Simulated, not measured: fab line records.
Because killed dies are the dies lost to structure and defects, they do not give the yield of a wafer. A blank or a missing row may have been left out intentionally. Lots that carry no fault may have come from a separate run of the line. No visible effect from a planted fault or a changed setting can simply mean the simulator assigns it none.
Which tool was responsible? + flow nandHarc + 72 wafers from 24 lots sampled at 4 of the route's 1159 steps

## WHAT EACH GAUGE READ, for each wafer
NHARC_P_M2_CD_MEAS_09 targets a cd of 170 nm. Usual: 169.8 nm for cdNm, sd 0.81.
| lot  | measured     | on       | cdNm (nm)         | flag |
|------|--------------|----------|-------------------|------|
| L074 | day 6 06:48  | cdSem-03 | 170.2 170.4 170.3 |      |
| L075 | day 6 18:12  | cdSem-02 | 169.3 168.7 169.4 |      |
| L077 | day 7 04:10  | cdSem-01 | 169.7 169.8 168.9 |      |
| L076 | day 7 04:49  | cdSem-03 | 168.9 168.5 168.6 |      |
| L078 | day 7 05:55  | cdSem-02 | 168.6 169.4 170.0 |      |
| L081 | day 7 12:17  | cdSem-02 | 169.5 169.4 170.3 |      |
| L079 | day 7 12:38  | cdSem-02 | 170.4 168.9 169.2 |      |
| L080 | day 7 17:09  | cdSem-03 | 170.0 170.2 170.0 |      |
| L082 | day 8 06:28  | cdSem-03 | 171.1 170.3 171.5 |      |
| L083 | day 8 13:16  | cdSem-03 | 169.6 169.4 168.7 |      |
| L084 | day 8 14:24  | cdSem-03 | 168.9 170.5 169.6 |      |
| L085 | day 8 21:35  | cdSem-03 | 170.0 169.5 170.6 |      |
| L088 | day 9 10:03  | cdSem-01 | 171.1 170.5 171.0 |      |
| L087 | day 9 13:05  | cdSem-01 | 170.0 170.7 171.5 |      |
| L086 | day 9 13:35  | cdSem-01 | 168.8 168.7 169.5 |      |
| L089 | day 9 21:55  | cdSem-02 | 169.4 169.4 169.8 |      |
| L090 | day 9 23:05  | cdSem-02 | 168.8 169.8 168.7 |      |
| L091 | day 10 05:43 | cdSem-03 | 170.4 170.9 170.5 |      |
| L092 | day 10 15:50 | cdSem-02 | 170.4 170.2 170.0 |      |
| L093 | day 10 20:04 | cdSem-02 | 171.4 170.9 171.4 |      |
| L094 | day 11 07:56 | cdSem-03 | 169.2 168.8 168.4 |      |
| L095 | day 11 12:28 | cdSem-02 | 169.7 169.1 168.9 |      |
| L096 | day 11 13:46 | cdSem-01 | 169.2 170.0 169.4 |      |
| L097 | day 12 01:48 | cdSem-02 | 169.4 169.8 170.1 |      |

## EACH LOT AND THE TOOL THAT RAN IT (in order: tool; ch and the chambers of the sampled wafers; start)
| lot  | NHARC_P_M1_DEGAS_29         | NHARC_P_M1_PVD_21                      | NHARC_P_M1_PRE_CLEAN_32         |
|------|-----------------------------|----------------------------------------|---------------------------------|
| L074 | pvdSputter-01, day 6 03:40  | pvdSputter-01, day 6 05:31 or earlier  | pecvd-02 ch 0,1,2, day 6 05:31  |
| L075 | pvdSputter-01, day 6 15:18  | pvdSputter-01, day 6 16:55 or earlier  | pecvd-04 ch 0,2, day 6 16:55    |
| L077 | pvdSputter-02, day 7 01:22  | pvdSputter-02, day 7 02:59 or earlier  | pecvd-02 ch 1,2, day 7 02:59    |
| L076 | pvdSputter-03, day 7 01:52  | pvdSputter-03, day 7 03:30 or earlier  | pecvd-04 ch 0,1,2, day 7 03:30  |
| L078 | pvdSputter-01, day 7 03:07  | pvdSputter-01, day 7 04:46 or earlier  | pecvd-02 ch 0,1,2, day 7 04:46  |
| L081 | pvdSputter-03, day 7 08:47  | pvdSputter-03, day 7 10:55 or earlier  | pecvd-03 ch 1,2, day 7 10:55    |
| L079 | pvdSputter-01, day 7 09:16  | pvdSputter-01, day 7 11:14 or earlier  | pecvd-04 ch 0,1,2, day 7 11:14  |
| L080 | pvdSputter-02, day 7 14:00  | pvdSputter-02, day 7 15:45 or earlier  | pecvd-04 ch 0,2, day 7 15:45    |
| L082 | pvdSputter-01, day 8 03:19  | pvdSputter-01, day 8 05:08 or earlier  | pecvd-02 ch 0,1,2, day 8 05:08  |
| L083 | pvdSputter-01, day 8 10:16  | pvdSputter-01, day 8 11:58 or earlier  | pecvd-02 ch 0,1,2, day 8 11:58  |
| L084 | pvdSputter-02, day 8 11:26  | pvdSputter-02, day 8 13:05 or earlier  | pecvd-04 ch 0,1,2, day 8 13:05  |
| L085 | pvdSputter-01, day 8 18:08  | pvdSputter-01, day 8 20:23 or earlier  | pecvd-02 ch 1,2, day 8 20:23    |
| L088 | pvdSputter-03, day 9 07:13  | pvdSputter-03, day 9 08:53 or earlier  | pecvd-02 ch 1,2, day 9 08:53    |
| L087 | pvdSputter-01, day 9 09:50  | pvdSputter-01, day 9 11:29 or earlier  | pecvd-02 ch 0,1,2, day 9 11:29  |
| L086 | pvdSputter-03, day 9 10:15  | pvdSputter-03, day 9 12:22 or earlier  | pecvd-02 ch 0,1, day 9 12:22    |
| L089 | pvdSputter-03, day 9 18:57  | pvdSputter-03, day 9 20:38 or earlier  | pecvd-04 ch 0,1,2, day 9 20:38  |
| L090 | pvdSputter-01, day 9 20:05  | pvdSputter-01, day 9 21:47 or earlier  | pecvd-04 ch 0,1, day 9 21:47    |
| L091 | pvdSputter-01, day 10 02:52 | pvdSputter-01, day 10 04:31 or earlier | pecvd-02 ch 1,2, day 10 04:31   |
| L092 | pvdSputter-02, day 10 12:55 | pvdSputter-02, day 10 14:32 or earlier | pecvd-04 ch 0,1,2, day 10 14:32 |
| L093 | pvdSputter-01, day 10 16:58 | pvdSputter-01, day 10 18:44 or earlier | pecvd-02 ch 1,2, day 10 18:44   |
| L094 | pvdSputter-03, day 11 04:49 | pvdSputter-03, day 11 06:26 or earlier | pecvd-04 ch 0,1, day 11 06:26   |
| L095 | pvdSputter-01, day 11 09:32 | pvdSputter-01, day 11 11:10 or earlier | pecvd-03 ch 1,2, day 11 11:10   |
| L096 | pvdSputter-01, day 11 10:47 | pvdSputter-01, day 11 12:26 or earlier | pecvd-03 ch 1,2, day 11 12:26   |
| L097 | pvdSputter-01, day 11 22:43 | pvdSputter-01, day 12 00:20 or earlier | pecvd-04 ch 0,1, day 12 00:20   |
- NHARC_P_M1_DEGAS_29: time 60 s.
- NHARC_P_M1_PVD_21: deposits Cu, target thk 30 nm, time 20.49 s.
- NHARC_P_M1_PRE_CLEAN_32: time 12 s.

## WHAT THE TOOLS THEMSELVES READ (means of the sampled wafers that have a number; where no wafer has one, the mark that the record gives instead)
NHARC_P_M1_DEGAS_29. Usual: 313 W for heaterPowerW, sd 38.
| lot  | tool          | heaterPowerW (W) | flag |
|------|---------------|------------------|------|
| L074 | pvdSputter-01 | 278              |      |
| L075 | pvdSputter-01 | 310              |      |
| L077 | pvdSputter-02 | 334              |      |
| L076 | pvdSputter-03 | 312              |      |
| L078 | pvdSputter-01 | 290              |      |
| L081 | pvdSputter-03 | 307              |      |
| L079 | pvdSputter-01 | 311              |      |
| L080 | pvdSputter-02 | 331              |      |
| L082 | pvdSputter-01 | 303              |      |
| L083 | pvdSputter-01 | 300              |      |
| L084 | pvdSputter-02 | 367              |      |
| L085 | pvdSputter-01 | 289              |      |
| L088 | pvdSputter-03 | 309              |      |
| L087 | pvdSputter-01 | 304              |      |
| L086 | pvdSputter-03 | 325              |      |
| L089 | pvdSputter-03 | 325              |      |
| L090 | pvdSputter-01 | 309              |      |
| L091 | pvdSputter-01 | 304              |      |
| L092 | pvdSputter-02 | 323              |      |
| L093 | pvdSputter-01 | 302              |      |
| L094 | pvdSputter-03 | 331              |      |
| L095 | pvdSputter-01 | 322              |      |
| L096 | pvdSputter-01 | 280              |      |
| L097 | pvdSputter-01 | 288              |      |

NHARC_P_M1_PVD_21. Usual: 30.2 % for throttleValvePct, sd 1.
| lot  | tool          | throttleValvePct (%) | flag |
|------|---------------|----------------------|------|
| L074 | pvdSputter-01 | 30.1                 |      |
| L075 | pvdSputter-01 | 30.2                 |      |
| L077 | pvdSputter-02 | 30.0                 |      |
| L076 | pvdSputter-03 | 30.1                 |      |
| L078 | pvdSputter-01 | 30.8                 |      |
| L081 | pvdSputter-03 | 29.8                 |      |
| L079 | pvdSputter-01 | 30.7                 |      |
| L080 | pvdSputter-02 | 29.6                 |      |
| L082 | pvdSputter-01 | 29.9                 |      |
| L083 | pvdSputter-01 | 31.4                 |      |
| L084 | pvdSputter-02 | 29.9                 |      |
| L085 | pvdSputter-01 | 30.6                 |      |
| L088 | pvdSputter-03 | 30.0                 |      |
| L087 | pvdSputter-01 | 30.7                 |      |
| L086 | pvdSputter-03 | 30.2                 |      |
| L089 | pvdSputter-03 | 30.5                 |      |
| L090 | pvdSputter-01 | 29.6                 |      |
| L091 | pvdSputter-01 | 30.7                 |      |
| L092 | pvdSputter-02 | 29.1                 |      |
| L093 | pvdSputter-01 | 30.7                 |      |
| L094 | pvdSputter-03 | 30.2                 |      |
| L095 | pvdSputter-01 | 29.8                 |      |
| L096 | pvdSputter-01 | 30.7                 |      |
| L097 | pvdSputter-01 | 29.7                 |      |

NHARC_P_M1_PRE_CLEAN_32. Usual: 620 W for heaterPowerW, sd 72.
| lot  | tool     | heaterPowerW (W) | flag |
|------|----------|------------------|------|
| L074 | pecvd-02 | 586              |      |
| L075 | pecvd-04 | 616              |      |
| L077 | pecvd-02 | 593              |      |
| L076 | pecvd-04 | 654              |      |
| L078 | pecvd-02 | 616              |      |
| L081 | pecvd-03 | 728              |      |
| L079 | pecvd-04 | 663              |      |
| L080 | pecvd-04 | 659              |      |
| L082 | pecvd-02 | 599              |      |
| L083 | pecvd-02 | 579              |      |
| L084 | pecvd-04 | 662              |      |
| L085 | pecvd-02 | 585              |      |
| L088 | pecvd-02 | 598              |      |
| L087 | pecvd-02 | 553              |      |
| L086 | pecvd-02 | 583              |      |
| L089 | pecvd-04 | 658              |      |
| L090 | pecvd-04 | 715              |      |
| L091 | pecvd-02 | 617              |      |
| L092 | pecvd-04 | 650              |      |
| L093 | pecvd-02 | 615              |      |
| L094 | pecvd-04 | 690              |      |
| L095 | pecvd-03 | 686              |      |
| L096 | pecvd-03 | 612              |      |
| L097 | pecvd-04 | 671              |      |

## THE ANSWER, worked out from the rows above alone
Rule: lot off if the mean of its wafers having a number is beyond 3 standard deviations from the usual mean. Also off: a lot with no number at a reading for which 4 or more lots have one. Where the step has rows for the other lots, those lots are counted as sound. The gauges are gone through in route order, then the tools' own readings, and for those a lot's mean is taken as printed above. The first step at which some lot is off is used, and at that step the reading that is off furthest; a lot without a number counts as furthest.
Across all readings shown, no lot is off: no conclusion can be drawn from this.

## WHAT THE SIMULATOR PUT IN
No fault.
